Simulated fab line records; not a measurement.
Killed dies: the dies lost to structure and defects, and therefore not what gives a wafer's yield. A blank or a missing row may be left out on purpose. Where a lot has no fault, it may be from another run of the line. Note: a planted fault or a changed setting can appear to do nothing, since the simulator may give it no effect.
The tool behind it: which one?	flow nand harc	Sampling: 22 lots, 66 wafers, 6 of 1302 route steps

## WHAT THE GAUGES READ, wafer by wafer
The record lacks any reading of a measuring or inspecting step that a usual standard deviation could be used to judge.

## WHAT TOOL EACH LOT RAN ON (gives the tool, then ch and the chambers of the sampled wafers, and finally the start)
lot	NHARC_A_STAIRCASE_TRIM_189	NHARC_A_STAIRCASE_ETCH_194	NHARC_A_STAIRCASE_TRIM_196	NHARC_A_STAIRCASE_TRIM_198	NHARC_A_STAIRCASE_STRIP_205	NHARC_A_STAIRCASE_STRIP_238
L075	rie diel-10 ch 1,2,3, day 16 07:08 or earlier	rie diel-10 ch 0,1, day 16 07:08 or earlier	rie diel-09 ch 2,3, day 16 07:08	rie diel-09 ch 0,1,2, day 16 08:12 or earlier	plasma asher-02 ch 0,1, day 16 08:12	plasma asher-02 ch 0,1, day 16 12:20
L074	rie diel-03 ch 0,2,3, day 16 07:18 or earlier	rie diel-03 ch 0,1,3, day 16 07:18 or earlier	rie diel-10 ch 1,3, day 16 07:18	rie diel-10 ch 0,2, day 16 08:22 or earlier	plasma asher-01 ch 0,1, day 16 08:22	plasma asher-01 ch 0,1, day 16 12:24
L077	rie diel-03 ch 0,2,3, day 17 03:32 or earlier	rie diel-03 ch 0,2,3, day 17 03:32 or earlier	rie diel-03 ch 0,1,3, day 17 03:32	rie diel-03 ch 0,2,3, day 17 04:47 or earlier	plasma asher-01 ch 0,1, day 17 04:47	plasma asher-01 ch 0,1, day 17 08:36
L078	rie diel-09 ch 0,2, day 17 03:46 or earlier	rie diel-09 ch 2,3, day 17 03:46 or earlier	rie diel-03 ch 1,2,3, day 17 03:46	rie diel-03 ch 0,3, day 17 04:58 or earlier	plasma asher-02 ch 0,1, day 17 04:58	plasma asher-02 ch 0,1, day 17 09:01
L079	rie diel-10 ch 0,3, day 18 11:02 or earlier	rie diel-10 ch 0,1,3, day 18 11:02 or earlier	rie diel-10 ch 0,1,3, day 18 11:02	rie diel-10 ch 2,3, day 18 12:05 or earlier	plasma asher-02 ch 0,1, day 18 12:05	plasma asher-01 ch 0,1, day 18 16:38
L080	rie diel-09 ch 0,1,2, day 18 18:14 or earlier	rie diel-09 ch 0,1,2, day 18 18:14 or earlier	rie diel-09 ch 0,1,2, day 18 18:14	rie diel-09 ch 1,2,3, day 18 19:20 or earlier	plasma asher-01 ch 0,1, day 18 19:20	plasma asher-01 ch 0,1, day 18 23:12
L081	rie diel-09 ch 1,2, day 18 18:49 or earlier	rie diel-09 ch 1,2, day 18 18:49 or earlier	rie diel-03 ch 1,2, day 18 18:49	rie diel-03 ch 0,1, day 18 19:55 or earlier	plasma asher-01 ch 1, day 18 19:55	plasma asher-01 ch 0, day 18 23:36
L082	rie diel-10 ch 1,2,3, day 19 11:46 or earlier	rie diel-10 ch 0,1,2, day 19 11:46 or earlier	rie diel-03 ch 0,1,2, day 19 11:46	rie diel-03 ch 0,1, day 19 12:53 or earlier	plasma asher-02 ch 0,1, day 19 12:53	plasma asher-02 ch 0,1, day 19 20:35
L084	rie diel-03 ch 0,2, day 20 04:11 or earlier	rie diel-10 ch 1,2,3, day 20 04:11 or earlier	rie diel-09 ch 0,3, day 20 04:11	rie diel-09 ch 0,2, day 20 05:16 or earlier	plasma asher-01 ch 0,1, day 20 05:16	plasma asher-02 ch 0,1, day 20 09:08
L086	rie diel-09 ch 0,2,3, day 20 20:43 or earlier	rie diel-09 ch 0,1,3, day 20 20:43 or earlier	rie diel-09 ch 0,1, day 20 20:43	rie diel-09 ch 2,3, day 20 21:55 or earlier	plasma asher-02 ch 0,1, day 20 21:55	plasma asher-01 ch 0,1, day 21 01:28
L087	rie diel-10 ch 0,2,3, day 20 21:11 or earlier	rie diel-10 ch 0,1,3, day 20 21:11 or earlier	rie diel-09 ch 1,2, day 20 21:11	rie diel-09 ch 0,1,3, day 20 22:19 or earlier	plasma asher-01 ch 0,1, day 20 22:19	plasma asher-01 ch 0,1, day 21 02:04
L085	rie diel-10 ch 0,1, day 20 21:47 or earlier	rie diel-10 ch 1,2,3, day 20 21:47 or earlier	rie diel-10 ch 0,1,2, day 20 21:47	rie diel-10 ch 1,2, day 20 22:52 or earlier	plasma asher-02 ch 0,1, day 20 22:52	plasma asher-02 ch 0,1, day 21 03:08
L088	rie diel-09 ch 2,3, day 21 17:47 or earlier	rie diel-09 ch 1,2, day 21 17:47 or earlier	rie diel-03 ch 2,3, day 21 17:47	rie diel-03 ch 0,1,2, day 21 18:58 or earlier	plasma asher-01 ch 0,1, day 21 18:58	plasma asher-01 ch 0,1, day 21 22:31
L089	rie diel-03 ch 0,3, day 22 08:56 or earlier	rie diel-03 ch 0,3, day 22 08:56 or earlier	rie diel-03 ch 0,2,3, day 22 08:56	rie diel-03 ch 0,3, day 22 09:59 or earlier	plasma asher-01 ch 0,1, day 22 09:59	plasma asher-02 ch 0,1, day 22 13:36
L090	rie diel-09 ch 0,2,3, day 23 03:04 or earlier	rie diel-09 ch 2,3, day 23 03:04 or earlier	rie diel-03 ch 0,1,3, day 23 03:04	rie diel-03 ch 0,1,3, day 23 04:13 or earlier	plasma asher-01 ch 0,1, day 23 04:13	plasma asher-01 ch 0,1, day 23 08:00
L092	rie diel-03 ch 1,2, day 23 10:18 or earlier	rie diel-03 ch 0,1,2, day 23 10:18 or earlier	rie diel-03 ch 1,2,3, day 23 10:18	rie diel-03 ch 0,3, day 23 11:25 or earlier	plasma asher-02 ch 1, day 23 11:25	plasma asher-02 ch 0,1, day 23 15:17
L091	rie diel-09 ch 1,2,3, day 23 10:59 or earlier	rie diel-09 ch 1,2,3, day 23 10:59 or earlier	rie diel-09 ch 1,2,3, day 23 10:59	rie diel-09 ch 1,2,3, day 23 12:13 or earlier	plasma asher-02 ch 0,1, day 23 12:13	plasma asher-02 ch 0,1, day 23 16:04
L093	rie diel-03 ch 0,2,3, day 23 21:37 or earlier	rie diel-03 ch 0,2,3, day 23 21:37 or earlier	rie diel-10 ch 1,2,3, day 23 21:37	rie diel-10 ch 0,1,2, day 24 07:07 or earlier	plasma asher-02 ch 0,1, day 24 07:07	plasma asher-01 ch 0,1, day 24 10:51
L094	rie diel-03 ch 1,3, day 24 09:02 or earlier	rie diel-03 ch 0,3, day 24 09:02 or earlier	rie diel-03 ch 0,1,2, day 24 09:02	rie diel-03 ch 0,3, day 24 10:06 or earlier	plasma asher-02 ch 0,1, day 24 10:06	plasma asher-01 ch 0,1, day 24 15:11
L095	rie diel-03 ch 0,1, day 24 21:42 or earlier	rie diel-03 ch 1,3, day 24 21:42 or earlier	rie diel-03 ch 0,2,3, day 24 21:42	rie diel-03 ch 2,3, day 24 22:50 or earlier	plasma asher-02 ch 0,1, day 24 22:50	plasma asher-02 ch 0,1, day 25 02:37
L096	rie diel-03 ch 0,3, day 25 10:13 or earlier	rie diel-03 ch 0,1,3, day 25 10:13 or earlier	rie diel-09 ch 0,2,3, day 25 10:13	rie diel-09 ch 0,2, day 25 11:31 or earlier	plasma asher-02 ch 0,1, day 25 11:31	plasma asher-01 ch 0,1, day 25 15:24
L097	rie diel-03 ch 1,2,3, day 25 10:28 or earlier	rie diel-03 ch 0,1,2, day 25 10:28 or earlier	rie diel-03 ch 0,1,3, day 25 10:28	rie diel-03 ch 1,3, day 25 11:37 or earlier	plasma asher-01 ch 0,1, day 25 11:37	plasma asher-01 ch 0,1, day 25 16:30
- NHARC_A_STAIRCASE_TRIM_189: chemistry O2, time 211.2 s.
- NHARC_A_STAIRCASE_ETCH_194: etches the open film in C4F8/O2, target depth 100 nm, time 40.5 s.
- NHARC_A_STAIRCASE_TRIM_196: chemistry O2, time 211.2 s.
- NHARC_A_STAIRCASE_TRIM_198: chemistry O2, time 211.2 s.
- NHARC_A_STAIRCASE_STRIP_205: strips in O2.
- NHARC_A_STAIRCASE_STRIP_238: strips in O2.

## WHAT THE TOOLS THEMSELVES READ (means of the sampled wafers that have a number; where no wafer has one, the mark that the record gives instead)
NHARC_A_STAIRCASE_TRIM_189.
lot	tool	drypump motor current A (A)	o2 flow sccm (sccm)	oes product au (a.u.)	rf vpp V (V)	showerhead plenum p Torr (Torr)	throttle valve pct (%)
L075	rie diel-10	5.7	501.1	0.990	57.2	3.60	17.030
L074	rie diel-03	5.8	499.5	1.008	58.0	3.56	17.028
L077	rie diel-03	5.7	500.6	1.002	57.8	3.56	17.031
L078	rie diel-09	5.2	498.5	1.010	57.0	3.45	17.021
L079	rie diel-10	5.0	500.8	0.996	58.1	3.52	17.036
L080	rie diel-09	5.5	500.9	1.013	57.6	3.52	17.032
L081	rie diel-09	5.5	500.0	1.010	57.5	3.50	17.037
L082	rie diel-10	5.7	498.9	0.991	57.3	3.59	17.031
L084	rie diel-03	5.5	500.8	0.997	58.6	3.55	17.031
L086	rie diel-09	5.3	501.3	1.010	56.5	3.49	17.034
L087	rie diel-10	5.4	500.0	1.000	57.4	3.59	17.049
L085	rie diel-10	6.1	501.4	1.001	57.1	3.53	17.037
L088	rie diel-09	5.5	499.8	0.997	56.4	3.53	17.028
L089	rie diel-03	5.9	500.2	1.009	57.3	3.43	17.038
L090	rie diel-09	5.4	500.7	1.003	57.7	3.49	17.022
L092	rie diel-03	5.5	497.8	1.000	57.1	3.55	17.032
L091	rie diel-09	5.6	500.3	0.994	57.6	3.55	17.034
L093	rie diel-03	5.8	500.6	1.002	57.8	3.53	17.037
L094	rie diel-03	5.8	498.2	0.999	58.2	3.54	17.032
L095	rie diel-03	5.9	501.1	1.007	57.5	3.32	17.029
L096	rie diel-03	5.9	500.6	1.006	58.1	3.53	17.022
L097	rie diel-03	5.7	500.6	1.006	58.5	3.55	17.035

NHARC_A_STAIRCASE_ETCH_194.
lot	tool	oes product au (a.u.)	rf fwd power W (W)	rf vpp V (V)
L075	rie diel-10	0.953	595.9	897
L074	rie diel-03	0.932	591.5	894
L077	rie diel-03	0.953	592.6	897
L078	rie diel-09	0.945	591.9	897
L079	rie diel-10	0.943	595.3	897
L080	rie diel-09	0.939	594.0	896
L081	rie diel-09	0.950	593.7	895
L082	rie diel-10	0.941	594.9	899
L084	rie diel-10	0.948	593.4	898
L086	rie diel-09	0.948	592.8	897
L087	rie diel-10	0.940	594.0	896
L085	rie diel-10	0.918	593.3	898
L088	rie diel-09	0.940	593.9	898
L089	rie diel-03	0.947	594.6	892
L090	rie diel-09	0.938	595.6	893
L092	rie diel-03	0.956	592.0	893
L091	rie diel-09	0.936	593.9	897
L093	rie diel-03	0.952	595.4	896
L094	rie diel-03	0.939	593.2	891
L095	rie diel-03	0.941	588.1	893
L096	rie diel-03	0.941	593.0	892
L097	rie diel-03	0.946	591.0	893

NHARC_A_STAIRCASE_TRIM_196.
lot	tool	drypump motor current A (A)	o2 flow sccm (sccm)	oes product au (a.u.)	rf vpp V (V)	showerhead plenum p Torr (Torr)	throttle valve pct (%)
L075	rie diel-09	5.5	500.2	0.997	57.5	3.55	17.044
L074	rie diel-10	5.9	499.6	0.997	57.1	3.53	17.038
L077	rie diel-03	5.8	500.2	0.998	58.6	3.46	17.035
L078	rie diel-03	5.7	499.5	0.999	58.1	3.58	17.042
L079	rie diel-10	5.5	499.0	1.002	57.4	3.53	17.036
L080	rie diel-09	5.5	500.7	1.003	58.4	3.52	17.031
L081	rie diel-03	5.5	500.3	0.998	58.1	3.57	17.031
L082	rie diel-03	5.7	498.3	0.994	57.3	3.46	17.040
L084	rie diel-09	5.5	499.8	1.007	57.3	3.56	17.038
L086	rie diel-09	5.5	499.7	1.014	57.4	3.52	17.035
L087	rie diel-09	5.7	501.8	1.003	57.9	3.57	17.032
L085	rie diel-10	6.0	501.5	0.989	57.8	3.60	17.042
L088	rie diel-03	5.7	499.1	0.999	58.2	3.65	17.031
L089	rie diel-03	5.8	500.0	1.008	57.5	3.54	17.045
L090	rie diel-03	5.9	499.1	1.004	56.8	3.44	17.037
L092	rie diel-03	5.7	501.4	0.999	58.2	3.55	17.026
L091	rie diel-09	5.6	498.4	0.994	58.2	3.55	17.037
L093	rie diel-10	5.7	500.1	1.000	57.3	3.57	17.044
L094	rie diel-03	5.7	500.5	1.005	58.0	3.44	17.033
L095	rie diel-03	5.7	499.5	1.006	57.7	3.53	17.028
L096	rie diel-09	5.3	499.9	0.999	57.8	3.48	17.045
L097	rie diel-03	5.8	501.9	0.999	57.6	3.43	17.041

NHARC_A_STAIRCASE_TRIM_198.
lot	tool	drypump motor current A (A)	o2 flow sccm (sccm)	oes product au (a.u.)	rf vpp V (V)	showerhead plenum p Torr (Torr)	throttle valve pct (%)
L075	rie diel-09	5.4	501.1	1.007	57.9	3.53	17.032
L074	rie diel-10	5.6	499.3	1.001	58.2	3.62	17.039
L077	rie diel-03	5.8	501.1	1.002	58.5	3.56	17.037
L078	rie diel-03	5.9	498.5	1.011	59.1	3.56	17.039
L079	rie diel-10	5.6	499.7	0.995	57.4	3.66	17.035
L080	rie diel-09	5.6	500.6	1.011	58.2	3.56	17.040
L081	rie diel-03	5.8	499.8	1.008	57.5	3.36	17.034
L082	rie diel-03	5.8	499.9	1.002	57.4	3.36	17.036
L084	rie diel-09	5.2	499.8	1.007	57.7	3.44	17.034
L086	rie diel-09	5.3	499.9	1.010	57.6	3.47	17.034
L087	rie diel-09	5.6	500.2	1.005	57.4	3.57	17.041
L085	rie diel-10	6.2	500.6	0.998	57.9	3.66	17.032
L088	rie diel-03	5.7	500.1	1.002	57.5	3.45	17.039
L089	rie diel-03	5.9	499.4	1.011	59.0	3.54	17.045
L090	rie diel-03	5.9	498.1	1.003	56.8	3.44	17.041
L092	rie diel-03	5.9	501.4	1.004	58.3	3.53	17.041
L091	rie diel-09	5.6	500.8	0.994	57.8	3.55	17.030
L093	rie diel-10	6.0	501.7	1.006	57.7	3.58	17.032
L094	rie diel-03	5.9	500.6	0.998	57.7	3.53	17.043
L095	rie diel-03	5.6	501.4	0.994	58.8	3.65	17.041
L096	rie diel-09	5.2	499.7	1.004	57.2	3.43	17.030
L097	rie diel-03	5.8	502.2	1.000	58.2	3.54	17.038

NHARC_A_STAIRCASE_STRIP_205.
lot	tool	drypump motor current A (A)	heater power w (W)
L075	plasma asher-02	5.7	349
L074	plasma asher-01	5.0	352
L077	plasma asher-01	4.9	357
L078	plasma asher-02	5.8	344
L079	plasma asher-02	5.8	355
L080	plasma asher-01	5.0	359
L081	plasma asher-01	5.2	358
L082	plasma asher-02	5.8	331
L084	plasma asher-01	4.9	355
L086	plasma asher-02	5.8	332
L087	plasma asher-01	4.9	359
L085	plasma asher-02	5.8	323
L088	plasma asher-01	4.9	355
L089	plasma asher-01	5.0	361
L090	plasma asher-01	4.9	346
L092	plasma asher-02	5.8	343
L091	plasma asher-02	5.7	327
L093	plasma asher-02	5.8	334
L094	plasma asher-02	5.8	339
L095	plasma asher-02	5.7	327
L096	plasma asher-02	5.7	323
L097	plasma asher-01	4.9	353

NHARC_A_STAIRCASE_STRIP_238.
lot	tool	drypump motor current A (A)	heater power w (W)
L075	plasma asher-02	5.7	345
L074	plasma asher-01	4.9	358
L077	plasma asher-01	5.0	361
L078	plasma asher-02	5.8	351
L079	plasma asher-01	4.9	356
L080	plasma asher-01	5.0	357
L081	plasma asher-01	4.7	354
L082	plasma asher-02	5.7	326
L084	plasma asher-02	5.8	334
L086	plasma asher-01	5.0	363
L087	plasma asher-01	5.0	364
L085	plasma asher-02	5.7	329
L088	plasma asher-01	4.9	359
L089	plasma asher-02	5.8	330
L090	plasma asher-01	5.0	347
L092	plasma asher-02	5.8	335
L091	plasma asher-02	5.8	329
L093	plasma asher-01	5.0	352
L094	plasma asher-01	5.0	343
L095	plasma asher-02	5.8	339
L096	plasma asher-01	5.0	347
L097	plasma asher-01	5.0	349

## THE ANSWER, worked out from the rows above alone
Rule: the lots themselves supply what counts as usual. Put in order of their means at a reading, lots are off if they are a third of the lots or fewer, leave a main group of 4 or more, and stand apart from it by a gap of 3 or more times the standard deviation of the main group's means; of several such gaps the widest counts. Not used: any main group whose means are identical at the precision the tables above print for the reading. A lot without any number at a reading at which 4 lots or more have one is off too. All remaining lots with rows at the step are treated as sound. After the gauges, taken in route order, come the tools' own readings; for these a lot's mean is taken, as printed above. The first step at which some lot is off is used, and at that step the reading that is off furthest; a lot without a number counts as furthest.
None of the lots is off at any reading shown; this tells nothing.

## WHAT THE SIMULATOR PUT IN
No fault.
